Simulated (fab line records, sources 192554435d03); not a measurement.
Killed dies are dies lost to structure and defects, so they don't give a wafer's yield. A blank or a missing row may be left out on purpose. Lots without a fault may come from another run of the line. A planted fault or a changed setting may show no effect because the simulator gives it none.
fab line records | flow n5_finfet
record lots=5 wafers=15 last_day=21
route steps=1938 shown PASSIVATION@1919 END@1938
lots that met no fault: from a run of the same line without faults
start_h: hours from the record's first day to the start of the lot's first wafer shown | wait_h: hours since the lot's step before | " the same as in the row above | L1.1+2: a row that stands for several wafers | - no value, or no start given | * or withheld: withheld | < > ~ a bound
route shown NAME@n: a module of which the file shows steps, and the number in the route of the first | usual: mean/standard deviation of fault-free wafers | same: alike in all rows | chamber/n: place in a boat | sites: the reading at each site | _std_site: their standard deviation | _edge_site: outer sites' mean less inner sites' | radius_mm: how far each site lies from the wafer's centre | mask NAME#n: copy n | behind: the tool/chamber that last shaped the wafer | hold: why the lot was held/for how many hours/how that ended | device: the transistor (n, p or np) that didn't switch | end of line: the same wafers' tests at the end of the route | a step without rows: its recipe alone | killed: dies lost to structure and defects at the first sort, not the wafer's yield | map: a wafer's dies, x killed, . not, _ none there
set.NAME: the setting as run; set.NAME@STEP: as run at that earlier step | model.NAME: the simulator's own value behind a step, which no gauge read
lots at some steps of the route; a table a step, a row a wafer
services: from which hour (start_h, from the record's first day; less than 0 if before it) a tool's chamber was out of use, for how many hours, and why
## steps
# step N5_PASSIVATION_EBR_40
# recipe solvent=PGMEA ebr_width_mm=1.5
# usual chill_plate_temp_C=23.02/0.11 resist_line_temp_C=22.98/0.13
# same ebr_width_mm=1.5
# columns lot.wafer tool chamber start_h wait_h chill_plate_temp_C resist_line_temp_C
L076.1 litho_track-05 0 - - 23.08 23.05
L076.3 " 0 " " 23.05 22.89
L076.5 " 0 " " 23.06 23.02
L085.1 litho_track-02 0 - - 23.06 22.92
L085.5 " 0 " " 23.29 23.15
L085.6 " 0 " " 23.15 23.04
L089.3 litho_track-02 0 - - 23.17 22.95
L089.5 " 0 " " 23.21 22.94
L089.6 " 0 " " 23.22 22.88
L096.3 litho_track-02 0 - - 23.06 22.91
L096.4 " 0 " " 23.12 22.89
L096.6 " 0 " " 23.13 22.86
L097.1 litho_track-05 0 - - 22.94 22.92
L097.2 " 0 " " 22.86 22.80
L097.3 " 0 " " 22.84 22.86
# step N5_PASSIVATION_SOFTBAKE_39
# recipe temp_c=110 time_s=120
# usual chill_plate_temp_C=22.97/0.1 plate_temp_C=109.98/0.14 resist_line_temp_C=23.00/0.097
# columns lot.wafer tool chamber start_h wait_h chill_plate_temp_C plate_temp_C resist_line_temp_C
L076.1 litho_track-05 0 - - 23.00 109.89 23.00
L076.3 " 0 " " 22.98 109.98 23.11
L076.5 " 0 " " 23.13 109.87 23.12
L085.1 litho_track-02 0 - - 23.02 109.66 23.03
L085.5 " 0 " " 23.18 110.12 22.89
L085.6 " 0 " " 23.20 109.76 22.80
L089.3 litho_track-02 0 - - 22.84 109.95 22.95
L089.5 " 0 " " 22.74 109.98 22.91
L089.6 " 0 " " 22.95 109.98 22.94
L096.3 litho_track-02 0 - - 23.00 110.12 22.96
L096.4 " 0 " " 22.92 110.14 23.10
L096.6 " 0 " " 23.04 110.11 23.08
L097.1 litho_track-05 0 - - 22.99 109.84 23.10
L097.2 " 0 " " 23.05 109.87 22.94
L097.3 " 0 " " 22.97 109.89 23.18
# step N5_PASSIVATION_EXPOSE_41
# recipe mask_id=PASS_OPEN na=0.55 defocus_nm=0 source_shape=conventional sigma_outer=0.8 polarization=unpolarized target_cd_nm=40000 dose_mj=57.25
# same sigma_outer=0.8
# columns lot.wafer tool chamber start_h wait_h mask
L076.1+3+5 krf_scanner-01 0 367.48 - PASS_OPEN#0
L085.1+5+6 krf_scanner-02 0 446.90 - PASS_OPEN#0
L089.3+5+6 krf_scanner-01 0 464.29 - PASS_OPEN#0
L096.3+4+6 krf_scanner-02 0 475.70 - PASS_OPEN#0
L097.1+2+3 krf_scanner-02 0 502.92 - PASS_OPEN#0
# step N5_PASSIVATION_PEB_42
# recipe peb_temp_c=withheld peb_time_s=*
# usual chill_plate_temp_C=* resist_line_temp_C=*
# columns lot.wafer tool chamber start_h wait_h chill_plate_temp_C resist_line_temp_C
L076.1 litho_track-02 0 367.54 0.1 * *
L076.3 " 0 " " * *
L076.5 " 0 " " * *
L085.1 litho_track-05 0 446.96 0.1 * *
L085.5 " 0 " " * *
L085.6 " 0 " " * *
L089.3 litho_track-02 0 464.34 0.0 * *
L089.5 " 0 " " * *
L089.6 " 0 " " * *
L096.3 litho_track-02 0 475.75 0.0 * *
L096.4 " 0 " " * *
L096.6 " 0 " " * *
L097.1 litho_track-02 0 502.98 0.1 * *
L097.2 " 0 " " * *
L097.3 " 0 " " * *
# step N5_PASSIVATION_DEVELOP_43
# recipe develop_time_s=60 rinse_liquid=diw dry=air_spin dev_temp_c=21
# usual chill_plate_temp_C=22.99/0.12 resist_line_temp_C=23.01/0.11
# columns lot.wafer tool chamber start_h wait_h chill_plate_temp_C resist_line_temp_C
L076.1 litho_track-02 0 - - 22.78 22.90
L076.3 " 0 " " 22.81 22.88
L076.5 " 0 " " 22.94 23.00
L085.1 litho_track-05 0 - - 23.17 23.19
L085.5 " 0 " " 23.12 23.21
L085.6 " 0 " " 23.15 22.96
L089.3 litho_track-02 0 - - 22.90 22.97
L089.5 " 0 " " 22.92 22.87
L089.6 " 0 " " 22.94 22.99
L096.3 litho_track-02 0 - - 22.98 23.18
L096.4 " 0 " " 22.85 23.16
L096.6 " 0 " " 22.84 23.09
L097.1 litho_track-02 0 - - 22.80 23.07
L097.2 " 0 " " 22.94 23.12
L097.3 " 0 " " 23.01 23.09
# step N5_PASSIVATION_HARDBAKE_45
# recipe temp_c=130 time_s=120
# usual chill_plate_temp_C=22.97/0.12 plate_temp_C=130.02/0.14 resist_line_temp_C=23.03/0.11
# columns lot.wafer tool chamber start_h wait_h chill_plate_temp_C plate_temp_C resist_line_temp_C
L076.1 litho_track-02 0 - - 22.96 129.94 22.84
L076.3 " 0 " " 23.11 129.83 22.88
L076.5 " 0 " " 22.99 130.02 22.92
L085.1 litho_track-05 0 - - 23.04 130.01 23.01
L085.5 " 0 " " 23.08 130.25 22.86
L085.6 " 0 " " 22.93 130.21 23.12
L089.3 litho_track-02 0 - - 23.05 130.00 22.90
L089.5 " 0 " " 23.23 130.04 22.95
L089.6 " 0 " " 23.12 129.89 22.96
L096.3 litho_track-02 0 - - 23.11 129.85 23.04
L096.4 " 0 " " 23.09 129.96 23.08
L096.6 " 0 " " 22.96 129.87 22.94
L097.1 litho_track-02 0 - - 22.75 130.11 23.13
L097.2 " 0 " " 22.93 130.17 23.14
L097.3 " 0 " " 22.95 129.95 23.00
# step N5_PASSIVATION_CD_MEAS_44
# recipe target_cd_nm=40000 landing_energy_ev=500 detector=se_inlens
# usual cd_nm=40002/4.8
# columns lot.wafer tool chamber start_h wait_h cd_nm
L076.1 cd_sem-03 0 367.66 - 40000
L076.3 " 0 " " 40006
L076.5 " 0 " " 40006
L085.1 cd_sem-03 0 447.08 - 40004
L085.5 " 0 " " 39997
L085.6 " 0 " " 40005
L089.3 cd_sem-02 0 464.46 - 40004
L089.5 " 0 " " 40009
L089.6 " 0 " " 40012
L096.3 cd_sem-01 0 475.87 - 40007
L096.4 " 0 " " 40008
L096.6 " 0 " " 40001
L097.1 cd_sem-01 0 503.10 - 39998
L097.2 " 0 " " 39993
L097.3 " 0 " " 39999
# step N5_PASSIVATION_OVL_MEAS_66
# recipe points_per_wafer=44
# usual PASS_OPEN_OVL=0/5.8
# columns lot.wafer tool chamber start_h wait_h PASS_OPEN_OVL[nm]
L076.1 overlay-01 0 367.69 0.0 2
L076.3 " 0 " " 0
L076.5 " 0 " " 3
L085.1 overlay-02 0 447.14 0.1 6
L085.5 " 0 " " -3
L085.6 " 0 " " -1
L089.3 overlay-02 0 464.50 0.0 -4
L089.5 " 0 " " 4
L089.6 " 0 " " -3
L096.3 overlay-02 0 475.89 0.0 -1
L096.4 " 0 " " 1
L096.6 " 0 " " -4
L097.1 overlay-02 0 503.13 0.0 -8
L097.2 " 0 " " -8
L097.3 " 0 " " 5
# step N5_PASSIVATION_INSPECT_67
# recipe mode=adi inspect_instrument=macro
# usual raw_defect_count=1.9/1.2
# columns lot.wafer tool chamber start_h wait_h raw_defect_count
L076.1 defect_inspect-02 - 367.72 0.0 5
L076.3 " - " " 1
L076.5 " - " " 3
L085.1 defect_inspect-02 - 447.17 0.0 1
L085.5 " - " " 4
L085.6 " - " " 1
L089.3 defect_inspect-01 - 464.53 0.0 1
L089.5 " - " " 2
L089.6 " - " " 2
L096.3 defect_inspect-02 - 475.92 0.0 3
L096.4 " - " " 3
L096.6 " - " " 2
L097.1 defect_inspect-02 - 503.16 0.0 1
L097.2 " - " " 3
L097.3 " - " " 2
# step N5_PASSIVATION_DESCUM_46
# recipe chemistry=O2 time_s=7.9 source_power_w=50 bias_power_w=20 pressure_mtorr=20 rf_frequency_hz=2.712e+07 temp_c=40 o2_flow_sccm=225
# usual drypump_motor_current_A=5.70/0.21 oes_product_au=0.79/0.077 rf_vpp_V=242.5/1.2 showerhead_plenum_p_Torr=2.05/0.066 throttle_valve_pct=20.42/0.26
# columns lot.wafer tool chamber start_h wait_h drypump_motor_current_A oes_product_au rf_hours_counter_h rf_vpp_V showerhead_plenum_p_Torr throttle_valve_pct
L076.1 rie_diel-03 1 367.80 0.1 5.77 0.72 188 240.7 2.00 20.83
L076.3 " 0 " " 5.53 0.92 10 242.2 2.06 20.23
L076.5 " 3 " " 5.66 0.74 - 241.3 1.95 20.18
L085.1 rie_diel-04 0 447.48 0.3 5.85 0.80 102 241.3 2.04 20.73
L085.5 " 3 " " 5.24 0.69 - 244.4 2.15 20.97
L085.6 " 0 " " 5.84 0.81 - 242.6 2.04 20.74
L089.3 rie_diel-01 0 464.56 0.0 5.74 0.74 192 241.3 1.98 20.42
L089.5 " 0 " " 5.73 0.74 - 241.9 1.98 20.43
L089.6 " 3 " " 5.88 0.81 - 242.2 2.01 19.98
L096.3 rie_diel-03 0 475.95 0.0 5.53 0.83 56 241.6 2.05 20.27
L096.4 " 3 " " 5.65 0.70 - 240.4 1.94 20.26
L096.6 " 2 " " 5.97 0.91 - 243.0 2.12 20.20
L097.1 rie_diel-03 2 503.28 0.1 5.97 0.88 34 244.0 2.12 20.21
L097.2 " 3 " " 5.66 0.70 247 240.2 1.94 20.28
L097.3 " 1 " " 5.78 0.68 234 242.3 1.98 20.86
# step N5_PASSIVATION_PASS_ETCH_47
# recipe chemistry=CF4/O2 target=SiNx target_depth_a=7700 time_s=385 ion_energy_ev=100 pressure_mtorr=40 source_w=535 bias_w=49 Ar_flow_sccm=100 cf4_flow_sccm=100 O2_flow_sccm=10
# usual drypump_motor_current_A=5.70/0.2 oes_ar_750_au=0.80/0.07 oes_product_au=0.80/0.073 rf_vpp_V=239/8.2 showerhead_plenum_p_Torr=2.16/0.062 throttle_valve_pct=15.87/0.23
# columns lot.wafer tool chamber start_h wait_h drypump_motor_current_A oes_ar_750_au oes_product_au rf_hours_counter_h rf_vpp_V showerhead_plenum_p_Torr throttle_valve_pct
L076.1 rie_diel-03 1 367.84 0.0 5.78 0.76 0.74 188 228 2.10 16.08
L076.3 " 0 " " 5.52 0.94 0.93 10 230 2.16 15.52
L076.5 " 3 " " 5.65 0.75 0.74 - 235 2.10 15.95
L085.1 rie_diel-04 0 447.52 0.0 5.87 0.81 0.80 102 242 2.13 16.03
L085.5 " 3 " " 5.23 0.66 0.67 - 247 2.24 16.35
L085.6 " 0 " " 5.89 0.81 0.80 - 244 2.13 16.05
L089.3 rie_diel-01 0 464.60 0.0 5.70 0.75 0.74 192 227 2.11 16.04
L089.5 " 0 " " 5.73 0.74 0.74 - 229 2.11 16.02
L089.6 " 3 " " 5.88 0.78 0.81 - 250 2.15 15.66
L096.3 rie_diel-03 0 475.99 0.0 5.52 0.85 0.83 56 231 2.14 15.60
L096.4 " 3 " " 5.68 0.72 0.71 - 234 2.09 16.01
L096.6 " 2 " " 5.96 0.89 0.89 - 239 2.24 15.63
L097.1 rie_diel-03 2 503.31 0.0 5.97 0.87 0.87 34 239 2.24 15.65
L097.2 " 3 " " 5.66 0.72 0.70 247 236 2.08 16.06
L097.3 " 1 " " 5.76 0.73 0.70 234 228 2.08 16.17
# step N5_PASSIVATION_ETCH_54
# recipe chemistry=CHF3/O2 target=SiO2 target_depth_a=8800 CHF3_flow_sccm=50 O2_flow_sccm=5 Ar_flow_sccm=200 time_s=440 mask_material=PR pressure_mtorr=30 source_w=650 bias_w=170 ion_energy_ev=200
# usual drypump_motor_current_A=5.70/0.2 oes_ar_750_au=0.80/0.072 oes_product_au=0.80/0.072 rf_vpp_V=521/17 showerhead_plenum_p_Torr=2.36/0.065 throttle_valve_pct=18.79/0.24
# columns lot.wafer tool chamber start_h wait_h drypump_motor_current_A oes_ar_750_au oes_product_au rf_hours_counter_h rf_vpp_V showerhead_plenum_p_Torr throttle_valve_pct
L076.1 rie_diel-03 1 368.07 0.1 5.76 0.75 0.73 188 498 2.30 19.09
L076.3 " 0 " " 5.52 0.94 0.92 10 502 2.36 18.46
L076.5 " 3 " " 5.64 0.75 0.74 - 514 2.31 18.92
L085.1 rie_diel-04 0 447.75 0.1 5.86 0.81 0.80 102 528 2.33 19.00
L085.5 " 3 " " 5.24 0.67 0.69 - 537 2.44 19.17
L085.6 " 0 " " 5.86 0.81 0.80 - 528 2.33 19.00
L089.3 rie_diel-01 0 464.82 0.1 5.72 0.74 0.74 192 493 2.31 18.98
L089.5 " 0 " " 5.72 0.75 0.73 - 493 2.31 18.97
L089.6 " 3 " " 5.87 0.79 0.81 - 542 2.33 18.49
L096.3 rie_diel-03 0 476.21 0.1 5.49 0.85 0.84 56 501 2.34 18.53
L096.4 " 3 " " 5.65 0.71 0.71 - 512 2.29 18.98
L096.6 " 2 " " 5.98 0.89 0.90 - 522 2.45 18.58
L097.1 rie_diel-03 2 503.54 0.1 6.01 0.86 0.88 34 522 2.44 18.59
L097.2 " 3 " " 5.64 0.71 0.70 248 511 2.29 19.02
L097.3 " 1 " " 5.79 0.71 0.70 234 498 2.29 19.19
# step N5_PASSIVATION_STRIP_48
# recipe chemistry=O2 power_w=600 temp_c=60 pressure_mtorr=30 rf_frequency_hz=6e+07 bias_power_w=0 overash_fraction=0.5 o2_flow_sccm=225
# usual drypump_motor_current_A=5.70/0.21 oes_product_au=0.79/0.076 rf_vpp_V=3.7/2.7 showerhead_plenum_p_Torr=2.05/0.066 throttle_valve_pct=16.66/0.23
# columns lot.wafer tool chamber start_h wait_h drypump_motor_current_A oes_product_au rf_hours_counter_h rf_vpp_V showerhead_plenum_p_Torr throttle_valve_pct
L076.1 rie_diel-03 1 368.36 0.1 5.79 0.74 188 1.8 2.00 16.95
L076.3 " 0 " " 5.54 0.90 10 0.8 2.07 16.50
L076.5 " 3 " " 5.65 0.72 - 1.0 1.96 16.48
L085.1 rie_diel-04 0 448.03 0.1 5.85 0.80 103 0.8 2.05 16.86
L085.5 " 3 " " 5.23 0.68 - 4.1 2.16 17.31
L085.6 " 0 " " 5.82 0.80 - 3.1 2.04 16.89
L089.3 rie_diel-01 0 465.11 0.1 5.66 0.73 192 5.4 1.98 16.71
L089.5 " 0 " " 5.77 0.73 - 9.8 1.98 16.73
L089.6 " 3 " " 5.81 0.80 - 1.4 2.01 16.31
L096.3 rie_diel-03 0 476.50 0.1 5.52 0.85 56 4.0 2.05 16.44
L096.4 " 3 " " 5.62 0.70 - 2.4 1.94 16.58
L096.6 " 2 " " 5.98 0.88 - 1.3 2.13 16.50
L097.1 rie_diel-03 2 503.83 0.1 5.93 0.89 34 4.0 2.12 16.44
L097.2 " 3 " " 5.62 0.70 248 2.0 1.94 16.60
L097.3 " 1 " " 5.77 0.70 235 1.8 1.99 16.93
# step N5_PASSIVATION_STRIP_52
# recipe chemistry=post_etch_residue_remover time_s=1200 temp_c=72.5
# usual bath_guard_temp_C=72.6/0.41 bath_heat_duty_pct=14.8/2
# columns lot.wafer tool chamber start_h wait_h bath_guard_temp_C bath_heat_duty_pct
L076.1 wet_bench-02 6 368.42 - 72.6 12.8
L076.3 " 2 " " 72.3 14.4
L076.5 " 3 " " 72.9 15.0
L085.1 wet_bench-01 3 448.11 - 72.8 12.6
L085.5 " 2 " " 72.8 14.7
L085.6 " 5 " " 72.5 15.3
L089.3 wet_bench-03 6 465.18 - 72.2 15.9
L089.5 " 0 " " 72.3 13.3
L089.6 " 5 " " 72.5 18.2
L096.3 wet_bench-02 0 476.57 - 73.2 17.1
L096.4 " 2 " " 72.5 13.9
L096.6 " 7 " " 72.7 11.3
L097.1 wet_bench-03 3 503.90 - 73.3 19.0
L097.2 " 0 " " 72.5 13.0
L097.3 " 1 " " 72.7 13.9
# step N5_PASSIVATION_CLEAN_71
# recipe chemistry=IPA time_s=180 temp_c=25
# usual bath_heat_duty_pct=6.4/1
# columns lot.wafer tool chamber start_h wait_h bath_heat_duty_pct
L076.1 wet_bench-02 6 368.79 0.0 5.3
L076.3 " 2 " " 6.7
L076.5 " 3 " " 7.4
L085.1 wet_bench-01 3 448.44 0.0 5.6
L085.5 " 2 " " 7.2
L085.6 " 5 " " 7.1
L089.3 wet_bench-03 6 465.51 0.0 6.3
L089.5 " 0 " " 6.6
L089.6 " 5 " " 7.4
L096.3 wet_bench-02 0 476.93 0.0 7.6
L096.4 " 2 " " 5.9
L096.6 " 7 " " 4.9
L097.1 wet_bench-03 3 504.23 0.0 9.2
L097.2 " 0 " " 6.2
L097.3 " 1 " " 6.0
# step N5_PASSIVATION_SRD_72
# recipe dry=ipa_marangoni time_s=30 temp_c=23 rinse_liquid=diw
# usual bath_heat_duty_pct=3.8/0.65
# columns lot.wafer tool chamber start_h wait_h bath_heat_duty_pct
L076.1 wet_bench-02 6 368.84 0.0 2.8
L076.3 " 2 " " 3.2
L076.5 " 3 " " 3.7
L085.1 wet_bench-01 3 448.50 0.0 3.7
L085.5 " 2 " " 4.1
L085.6 " 5 " " 3.8
L089.3 wet_bench-03 6 465.57 0.0 4.1
L089.5 " 0 " " 2.9
L089.6 " 5 " " 4.3
L096.3 wet_bench-02 0 476.99 0.0 4.6
L096.4 " 2 " " 3.7
L096.6 " 7 " " 3.4
L097.1 wet_bench-03 3 504.28 0.0 5.4
L097.2 " 0 " " 3.8
L097.3 " 1 " " 3.7
# step N5_PASSIVATION_ANNEAL_56
# recipe temp_c=400 time_s=1800 ambient=FGA idle_temp_c=300 ramp_up_c_per_min=5 ramp_down_c_per_min=3
# columns lot.wafer tool chamber start_h wait_h
L076.1+3+5 furnace-01 0 368.89 0.0
L085.1+5+6 furnace-01 0 448.55 0.0
L089.3+5+6 furnace-02 0 465.61 0.0
L096.3+4+6 furnace-02 0 477.04 0.0
L097.1+2+3 furnace-01 0 504.32 0.0
# step N5_PASSIVATION_INSPECT_57
# recipe inspect_instrument=macro mode=outgoing
# usual raw_defect_count=2.0/1.3
# columns lot.wafer tool chamber start_h wait_h raw_defect_count
L076.1 defect_inspect-02 - 371.25 0.0 1
L076.3 " - " " 4
L076.5 " - " " 0
L085.1 defect_inspect-01 - 450.91 0.0 2
L085.5 " - " " 2
L085.6 " - " " 3
L089.3 defect_inspect-01 - 467.96 0.0 2
L089.5 " - " " 2
L089.6 " - " " 4
L096.3 defect_inspect-01 - 479.40 0.0 2
L096.4 " - " " 1
L096.6 " - " " 2
L097.1 defect_inspect-02 - 507.13 0.0 1
L097.2 " - " " 4
L097.3 " - " " 4
## services
# columns tool chamber start_h hours kind
krf_scanner-01 - 384.34 1.3 pm
rie_diel-03 2 390.73 - clean
rie_diel-03 2 390.73 - consumable_replace:focus_ring
rie_diel-03 2 390.73 25.9 scheduled_down
rie_diel-03 2 390.73 25.9 vent_cycle
rie_diel-01 0 394.03 3.4 repair
rie_diel-04 3 403.00 26.1 repair
krf_scanner-01 - 404.05 0.8 repair
rie_diel-01 1 409.37 8.5 repair
krf_scanner-01 - 413.17 4.0 pm
krf_scanner-02 - 417.19 1.3 pm
rie_diel-03 1 417.77 8.0 repair
krf_scanner-02 - 420.04 4.0 pm
krf_scanner-02 - 424.07 1.0 pm
rie_diel-01 2 426.22 - clean
rie_diel-01 2 426.22 - consumable_replace:focus_ring
rie_diel-01 2 426.22 24.0 scheduled_down
krf_scanner-02 - 438.15 0.8 pm
rie_diel-03 2 439.39 1.4 repair
krf_scanner-02 - 441.87 2.6 repair
krf_scanner-01 - 468.09 3.6 pm
rie_diel-04 3 476.30 4.0 repair
krf_scanner-01 - 482.37 0.8 pm
wet_bench-02 - 486.10 0.5 repair
## key
fault none
